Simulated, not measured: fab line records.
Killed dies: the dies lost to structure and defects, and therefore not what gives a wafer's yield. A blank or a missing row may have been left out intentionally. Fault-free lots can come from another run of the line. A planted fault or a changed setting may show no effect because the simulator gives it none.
fab line records + flow nandHarc
[record]
- lots = 5
- wafers = 15
- lastDay = 33
route steps=1302 shown P_ZERO_WELL@44 END@1302
lots that met no fault: from a run of the same line without faults
startH: the number of hours between the record's first day and the start of the first shown wafer of the lot + waitH: hours since the lot's step before + " identical to the entry in the row above + L1.1+2: several wafers, shown together as one row + - value missing, or start not given + * or withheld: withheld + < > ~ a bound
route shown NAME@n: names a module that has steps shown in the file, with the first one's number in the route + usual: mean and standard deviation over wafers with no fault + same: alike in all rows + chamber/n: place in a boat + sites: the reading at each site + _std_site: their standard deviation + _edge_site: inner sites' mean taken away from outer sites' mean + radiusMm: for every site, how far away it sits from the centre of the wafer + mask NAME#n: copy n + behind: the last tool/chamber to shape the wafer + hold: reason for holding the lot/hours on hold/outcome of the hold + device: which transistor (n, p or np) failed to switch + end of line: the same wafers' tests at the end of the route + a step with no rows: only its recipe + killed: count of dies lost to structure and defects at first sort (not the wafer's yield) + map: a wafer's dies, marking killed ones x, the rest . and places with no die _
set.NAME: the setting the step ran with; set.NAME@STEP: the setting that earlier step ran with + model.NAME: the simulator's own value behind a step, which no gauge read
lots seen at some steps along the route; tables by step, rows by wafer
services: from which hour (startH, from the record's first day; less than 0 if before it) a tool's chamber was out of use, for how many hours, and why
[[steps]]
[step NHARC_P_ZERO_WELL_CD_MEAS_37]
[recipe]
- targetCdNm = 720
- landingEnergyEv = 500
[usual]
- cdNm = 720.0/1.8
| lot.wafer | tool     | chamber | startH | waitH | cdNm  |
|-----------|----------|---------|--------|-------|-------|
| L410.1    | cdSem-02 | 0       | 44.22  | -     | 722.2 |
| L410.3    | "        | 0       | "      | "     | 720.4 |
| L410.4    | "        | 0       | "      | "     | 721.1 |
| L418.3    | cdSem-03 | 0       | 124.23 | -     | 718.0 |
| L418.4    | "        | 0       | "      | "     | 720.1 |
| L418.6    | "        | 0       | "      | "     | 718.3 |
| L419.1    | cdSem-02 | 0       | 134.09 | -     | 719.1 |
| L419.4    | "        | 0       | "      | "     | 717.6 |
| L419.5    | "        | 0       | "      | "     | 718.2 |
| L428.1    | cdSem-03 | 0       | 224.00 | -     | 720.6 |
| L428.2    | "        | 0       | "      | "     | 721.6 |
| L428.4    | "        | 0       | "      | "     | 720.2 |
| L431.3    | cdSem-03 | 0       | 254.10 | -     | 722.3 |
| L431.4    | "        | 0       | "      | "     | 720.5 |
| L431.5    | "        | 0       | "      | "     | 723.0 |
[step NHARC_P_ZERO_WELL_HARDBAKE_38]
[recipe]
- tempC = 125
- timeS = 80
[step NHARC_P_ZERO_WELL_DESCUM_39]
[recipe]
- timeS = 3
- o2FlowSccm = 200
- arFlowSccm = 0
- biasPowerW = 0
- chemistry = O2
[usual]
- drypumpMotorCurrentA = 5.6/0.31
- oesProductAu = 1.001/0.011
- rfVppV = 58.1/0.8
- showerheadPlenumPTorr = 1.95/0.093
- throttleValvePct = 11.312/0.0092
[same]
- timeS = 3
| lot.wafer | tool       | chamber | startH | waitH | drypumpMotorCurrentA | oesProductAu | rfHoursCounterH | rfVppV | showerheadPlenumPTorr | throttleValvePct |
|-----------|------------|---------|--------|-------|----------------------|--------------|-----------------|--------|-----------------------|------------------|
| L410.4    | rieDiel-04 | 0       | 44.38  | -     | 5.8                  | 0.995        | 8               | 58.1   | 2.07                  | 11.323           |
| L410.1    | "          | 1       | "      | "     | 5.4                  | 0.993        | 13              | 57.6   | 2.06                  | 11.304           |
| L410.3    | "          | 3       | "      | "     | 5.6                  | 1.006        | 16              | 57.6   | 1.98                  | 11.308           |
| L418.3    | rieDiel-04 | 3       | 124.40 | -     | 5.6                  | 0.998        | 45              | 58.3   | 1.97                  | 11.306           |
| L418.4    | "          | 0       | "      | "     | 5.8                  | 1.012        | 38              | 57.4   | 2.06                  | 11.314           |
| L418.6    | "          | 2       | "      | "     | 5.7                  | 1.004        | -               | 56.4   | 1.97                  | 11.318           |
| L419.1    | rieDiel-04 | 1       | 134.25 | -     | 5.5                  | 0.987        | 41              | 57.7   | 2.05                  | 11.311           |
| L419.4    | "          | 3       | "      | "     | 5.6                  | 0.999        | 46              | 58.6   | 1.97                  | 11.315           |
| L419.5    | "          | 2       | "      | "     | 5.6                  | 1.001        | -               | 58.2   | 1.97                  | 11.309           |
| L428.2    | rieDiel-04 | 1       | 224.16 | -     | 5.5                  | 0.983        | 15              | 57.9   | 2.04                  | 11.311           |
| L428.4    | "          | 2       | "      | "     | 5.7                  | 0.994        | 12              | 57.9   | 1.96                  | 11.302           |
| L428.1    | "          | 3       | "      | "     | 5.6                  | 0.994        | 11              | 59.0   | 1.96                  | 11.318           |
| L431.3    | rieDiel-01 | 3       | 254.26 | -     | 6.3                  | 1.001        | 11              | 57.9   | 1.93                  | 11.305           |
| L431.4    | "          | 0       | "      | "     | 5.7                  | 1.013        | 13              | 59.1   | 1.87                  | 11.316           |
| L431.5    | "          | 2       | "      | "     | 5.7                  | 0.987        | -               | 58.2   | 1.93                  | 11.305           |
[step NHARC_P_ZERO_WELL_IMPLANT_40]
[recipe]
- energyKev = 300
- doseCm2 = 1e+13
- tiltDeg = 7
[step NHARC_P_ZERO_WELL_IMPLANT_59]
[recipe]
- energyKev = 120
- doseCm2 = 5e+12
- tiltDeg = 7
[step NHARC_P_ZERO_WELL_IMPLANT_60]
[recipe]
- energyKev = 30
- doseCm2 = 2e+12
- tiltDeg = 7
[step NHARC_P_ZERO_WELL_STRIP_41]
[recipe]
- timeS = 840
- tempC = 130
- chemistry = SPM
[step NHARC_P_ZERO_WELL_DEHYDRATE_44]
[recipe]
- tempC = 150
- timeS = 120
[step NHARC_P_ZERO_WELL_HMDS_45]
[recipe]
- timeS = 30
[step NHARC_P_ZERO_WELL_COAT_46]
[recipe]
- spinRpm = withheld
[step NHARC_P_ZERO_WELL_SOFTBAKE_47]
[recipe]
- tempC = 122
- timeS = 95
[step NHARC_P_ZERO_WELL_EBR_48]
[step NHARC_P_ZERO_WELL_EXPOSE_49]
[recipe]
- na = 0.6
- targetCdNm = 2000
- doseMj = 22.64
- maskId = P_HVPW
| lot.wafer  | tool          | chamber | startH | waitH | mask        |
|------------|---------------|---------|--------|-------|-------------|
| L410.1+3+4 | krfScanner-03 | 0       | 45.57  | -     | P_HVPW#0    |
| L418.3+4+6 | krfScanner-01 | 0       | 125.75 | -     | P_HVPW#0    |
| L419.1+4+5 | krfScanner-03 | 0       | 135.57 | -     | P_HVPW_R1#0 |
| L428.1+2+4 | krfScanner-01 | 0       | 225.48 | -     | P_HVPW#0    |
| L431.3+4+5 | krfScanner-03 | 0       | 255.46 | -     | P_HVPW#0    |
[step NHARC_P_ZERO_WELL_PEB_50]
[recipe]
- pebTempC = 118
- pebTimeS = 85
[step NHARC_P_ZERO_WELL_DEVELOP_51]
[recipe]
- timeS = 70
[step NHARC_P_ZERO_WELL_CD_MEAS_52]
[recipe]
- targetCdNm = 2000
- landingEnergyEv = 500
[usual]
- cdNm = 1999.0/2.3
| lot.wafer | tool     | chamber | startH | waitH | cdNm   |
|-----------|----------|---------|--------|-------|--------|
| L410.1    | cdSem-01 | 0       | 45.74  | -     | 1998.8 |
| L410.3    | "        | 0       | "      | "     | 1999.4 |
| L410.4    | "        | 0       | "      | "     | 1999.9 |
| L418.3    | cdSem-01 | 0       | 125.90 | -     | 1998.7 |
| L418.4    | "        | 0       | "      | "     | 1999.2 |
| L418.6    | "        | 0       | "      | "     | 2001.1 |
| L419.1    | cdSem-03 | 0       | 135.73 | -     | 1415.2 |
| L419.4    | "        | 0       | "      | "     | 1416.5 |
| L419.5    | "        | 0       | "      | "     | 1415.1 |
| L428.1    | cdSem-02 | 0       | 225.65 | -     | 1996.5 |
| L428.2    | "        | 0       | "      | "     | 1999.3 |
| L428.4    | "        | 0       | "      | "     | 1995.7 |
| L431.3    | cdSem-02 | 0       | 255.61 | -     | 1999.8 |
| L431.4    | "        | 0       | "      | "     | 1999.1 |
| L431.5    | "        | 0       | "      | "     | 2000.1 |
[step NHARC_P_ZERO_WELL_HARDBAKE_53]
[recipe]
- tempC = 125
- timeS = 80
[step NHARC_P_ZERO_WELL_DESCUM_54]
[recipe]
- timeS = 3
- o2FlowSccm = 200
- arFlowSccm = 0
- biasPowerW = 0
- chemistry = O2
[usual]
- drypumpMotorCurrentA = 5.6/0.34
- oesProductAu = 1.000/0.012
- rfVppV = 57.9/0.95
- showerheadPlenumPTorr = 1.94/0.1
- throttleValvePct = 11.310/0.01
[same]
- timeS = 3
| lot.wafer | tool       | chamber | startH | waitH | drypumpMotorCurrentA | oesProductAu | rfHoursCounterH | rfVppV | showerheadPlenumPTorr | throttleValvePct | model.P_ZERO_WELL.cdNm |
|-----------|------------|---------|--------|-------|----------------------|--------------|-----------------|--------|-----------------------|------------------|------------------------|
| L410.1    | rieDiel-01 | 2       | 45.90  | -     | 5.7                  | 0.997        | 5               | 58.5   | 1.95                  | 11.289           | 1999                   |
| L410.4    | "          | 3       | "      | "     | 6.3                  | 1.008        | 4               | 58.0   | 1.95                  | 11.322           | 2000                   |
| L410.3    | "          | 1       | "      | "     | 6.2                  | 0.977        | 5               | 56.7   | 1.81                  | 11.311           | 1999                   |
| L418.3    | rieDiel-01 | 2       | 126.05 | -     | 5.7                  | 1.020        | 36              | 56.4   | 1.94                  | 11.303           | 1999                   |
| L418.4    | "          | 0       | "      | "     | 5.7                  | 1.022        | 31              | 56.2   | 1.88                  | 11.296           | 1999                   |
| L418.6    | "          | 2       | "      | "     | 5.7                  | 1.002        | -               | 57.9   | 1.94                  | 11.317           | 2002                   |
| L419.4    | rieDiel-07 | 2       | 135.89 | -     | 5.2                  | 1.002        | 3               | 57.9   | 1.87                  | 11.323           | 1416                   |
| L419.1    | "          | 1       | "      | "     | 5.9                  | 1.016        | 3               | 58.6   | 2.08                  | 11.299           | 1415                   |
| L419.5    | "          | 2       | "      | "     | 5.1                  | 1.007        | -               | 59.2   | 1.87                  | 11.314           | 1415                   |
| L428.1    | rieDiel-01 | 0       | 225.81 | -     | 5.7                  | 1.022        | 3               | 58.3   | 1.87                  | 11.325           | 1997                   |
| L428.4    | "          | 1       | "      | "     | 6.2                  | 0.996        | 3               | 56.4   | 1.79                  | 11.301           | 1996                   |
| L428.2    | "          | 2       | "      | "     | 5.7                  | 1.000        | 3               | 57.8   | 1.93                  | 11.301           | 1999                   |
| L431.4    | rieDiel-04 | 0       | 255.76 | -     | 5.8                  | 0.991        | 22              | 59.4   | 2.05                  | 11.298           | 2000                   |
| L431.3    | "          | 3       | "      | "     | 5.6                  | 1.009        | 20              | 58.6   | 1.96                  | 11.292           | 2000                   |
| L431.5    | "          | 1       | "      | "     | 5.4                  | 0.979        | -               | 59.3   | 2.03                  | 11.309           | 2000                   |
[step NHARC_P_ZERO_WELL_IMPLANT_55]
[recipe]
- energyKev = 180
- doseCm2 = 8e+11
- tiltDeg = 7
[step NHARC_END_SORT_01]
[recipe]
- tempC = 25
[usual]
- killedAtArray = 57/20
- killedAtOther = 1.0/1.5
- killedAtPeriphery = 3.5/2.5
- killedDies = 62/21
- killedOpen = 3.5/1.9
- killedShort = 2.4/1.6
[same]
- grossDies = 677
| lot.wafer | tool      | chamber | startH | waitH | killedAtArray | killedAtOther | killedAtPeriphery | killedDies | killedOpen | killedShort |
|-----------|-----------|---------|--------|-------|---------------|---------------|-------------------|------------|------------|-------------|
| L419.1    | prober-02 | 0       | 680.07 | 2.5   | 70            | 0             | 607               | 677        | 2          | 2           |
| L419.4    | prober-02 | 0       | 682.50 | 3.4   | 74            | 1             | 602               | 677        | 7          | 2           |
| L419.5    | prober-02 | 0       | 683.31 | 3.7   | 58            | 1             | 618               | 677        | 5          | 2           |
// killed by level:class
L419.1 P_ZERO_WELL:areaExpose=603 A_CHANNEL_HOLE_D1:chamberFilmFlake=32 A_CHANNEL_HOLE_D2:chamberFilmFlake=18 A_STAIRCASE:chamberFilmFlake=9 A_SLIT:chamberFilmFlake=3 P_M2:chamberFilmFlake=2 P_CONTACT:geometricParticle:open=1 A_CHANNEL_HOLE_D1:geometricParticle:open=1
L419.4 P_ZERO_WELL:areaExpose=598 A_CHANNEL_HOLE_D1:chamberFilmFlake=37 A_CHANNEL_HOLE_D2:chamberFilmFlake=20 A_STAIRCASE:chamberFilmFlake=4 A_CONTACT:chamberFilmFlake=3 A_ONON_D2:geometricParticle:open=2 A_M1:geometricParticle:open=2 P_STI:chamberFilmFlake=2
L419.5 P_ZERO_WELL:areaExpose=611 A_CHANNEL_HOLE_D1:chamberFilmFlake=24 A_CHANNEL_HOLE_D2:chamberFilmFlake=19 A_CONTACT:chamberFilmFlake=4 A_SLIT:chamberFilmFlake=3 P_M0:geometricParticle:open=2 A_STAIRCASE:chamberFilmFlake=2 P_CONTACT:geometricParticle:short=1
// map L419.1 (x killed, . not)
____________x____________
_________xxxxxxx_________
_______xxxxxxxxxxx_______
______xxxxxxxxxxxxx______
_____xxxxxxxxxxxxxxx_____
____xxxxxxxxxxxxxxxxx____
____xxxxxxxxxxxxxxxxx____
___xxxxxxxxxxxxxxxxxxx___
___xxxxxxxxxxxxxxxxxxx___
__xxxxxxxxxxxxxxxxxxxxx__
__xxxxxxxxxxxxxxxxxxxxx__
_xxxxxxxxxxxxxxxxxxxxxxx_
_xxxxxxxxxxxxxxxxxxxxxxx_
_xxxxxxxxxxxxxxxxxxxxxxx_
_xxxxxxxxxxxxxxxxxxxxxxx_
_xxxxxxxxxxxxxxxxxxxxxxx_
xxxxxxxxxxxxxxxxxxxxxxxxx
xxxxxxxxxxxxxxxxxxxxxxxxx
xxxxxxxxxxxxxxxxxxxxxxxxx
xxxxxxxxxxxxxxxxxxxxxxxxx
xxxxxxxxxxxxxxxxxxxxxxxxx
_xxxxxxxxxxxxxxxxxxxxxxx_
_xxxxxxxxxxxxxxxxxxxxxxx_
_xxxxxxxxxxxxxxxxxxxxxxx_
_xxxxxxxxxxxxxxxxxxxxxxx_
_xxxxxxxxxxxxxxxxxxxxxxx_
__xxxxxxxxxxxxxxxxxxxxx__
__xxxxxxxxxxxxxxxxxxxxx__
___xxxxxxxxxxxxxxxxxxx___
___xxxxxxxxxxxxxxxxxxx___
____xxxxxxxxxxxxxxxxx____
____xxxxxxxxxxxxxxxxx____
_____xxxxxxxxxxxxxxx_____
______xxxxxxxxxxxxx______
_______xxxxxxxxxxx_______
_________xxxxxxx_________
____________x____________
// map L410.1 (x killed, . not)
____________.____________
_________......._________
_______..........._______
______.............______
_____...x..........._____
____.................____
____.................____
___...................___
___...................___
__.....................__
__.....................__
_......................._
_......................._
_......................._
_.......x..............._
_......................._
...........x.............
.................x.......
............x...x.x......
..x......................
.........................
_...x..........x.x.x...._
_..x...................._
_..xx........x.........._
_...x..................._
_..x...................._
__x...............x....__
__.....................__
___x.x................___
___.............xx....___
____.................____
____.................____
_____..............._____
______.........x...______
_______..........._______
_________......._________
____________.____________
[[services]]
| tool          | chamber | startH | hours | kind   |
|---------------|---------|--------|-------|--------|
| rieDiel-04    | 0       | 23.75  | 14.9  | repair |
| rieDiel-04    | -       | 26.51  | 0.7   | repair |
| rieDiel-01    | -       | 26.80  | 9.0   | pm     |
| rieDiel-04    | 1       | 34.40  | -     | clean  |
| rieDiel-04    | 2       | 34.40  | -     | clean  |
| rieDiel-04    | 3       | 34.40  | -     | clean  |
| krfScanner-03 | -       | 52.00  | 4.0   | pm     |
| rieDiel-04    | 0       | 58.90  | -     | clean  |
| rieDiel-04    | 1       | 58.90  | -     | clean  |
| krfScanner-03 | -       | 64.92  | 2.5   | repair |
| rieDiel-07    | 0       | 80.69  | 12.8  | repair |
| krfScanner-03 | -       | 84.89  | 5.4   | repair |
| krfScanner-01 | -       | 110.63 | 1.5   | repair |
| rieDiel-07    | -       | 117.20 | 9.0   | pm     |
| krfScanner-01 | -       | 140.00 | 4.0   | pm     |
| krfScanner-01 | -       | 150.90 | 0.2   | repair |
| rieDiel-07    | 0       | 155.63 | 4.6   | repair |
| krfScanner-03 | -       | 171.66 | 1.0   | repair |
| rieDiel-04    | -       | 177.90 | 9.0   | pm     |
| rieDiel-07    | 3       | 199.17 | 1.5   | repair |
| rieDiel-01    | -       | 203.80 | 9.0   | pm     |
| krfScanner-03 | -       | 224.00 | 4.0   | pm     |
| rieDiel-04    | -       | 237.96 | 0.3   | repair |
| rieDiel-04    | 0       | 238.79 | 1.2   | repair |
[[key]]
[firstSign]
- step = NHARC_P_ZERO_WELL_EXPOSE_49
- reading = mask
- direction = changed
[effect]
- step = NHARC_P_ZERO_WELL_CD_MEAS_52
- reading = cdNm
- direction = down
- sigmas = 99+
- usual = 1999.0
- struck = 1415.6
[effect]
- step = NHARC_END_SORT_01
- reading = killedAtPeriphery
- direction = up
- sigmas = 99+
- usual = 3.5
- struck = 609
[modelEffect]
- step = NHARC_P_ZERO_WELL_DESCUM_54
- value = P_ZERO_WELL.cdNm
- without = 2001
- struck = 1415
[moreKillsBornAt]
- NHARC_P_ZERO_WELL_EXPOSE_49@krfScanner-03 = 1812
metAt NHARC_P_ZERO_WELL_EXPOSE_49
struckWafers L419.1,L419.4,L419.5
laterRowsLeftOut L419.1,L419.4,L419.5
testerLeftOut L419
onsetBetween 45.57 135.57
[fault]
- kind = wrongMask
- tool = any
- chamber = -
- onsetH = 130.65
- steps = NHARC_P_ZERO_WELL_EXPOSE_49
- auxCopy = P_HVPW_R1#0
- cdOffsetNm = -585.91
- scope = struckLotsOnly
// testerLeftOut: of these lots the tester's yield and bins aren't shown, on N5 and GAA mostly nor the transistor test; their killed dies are dies lost to structure and defects alone, not to doping, threshold or leakage, so they don't give the yield
// laterRowsLeftOut: the simulator's readings of these wafers behind a module that went badly wrong aren't trusted and aren't shown, but for the sort
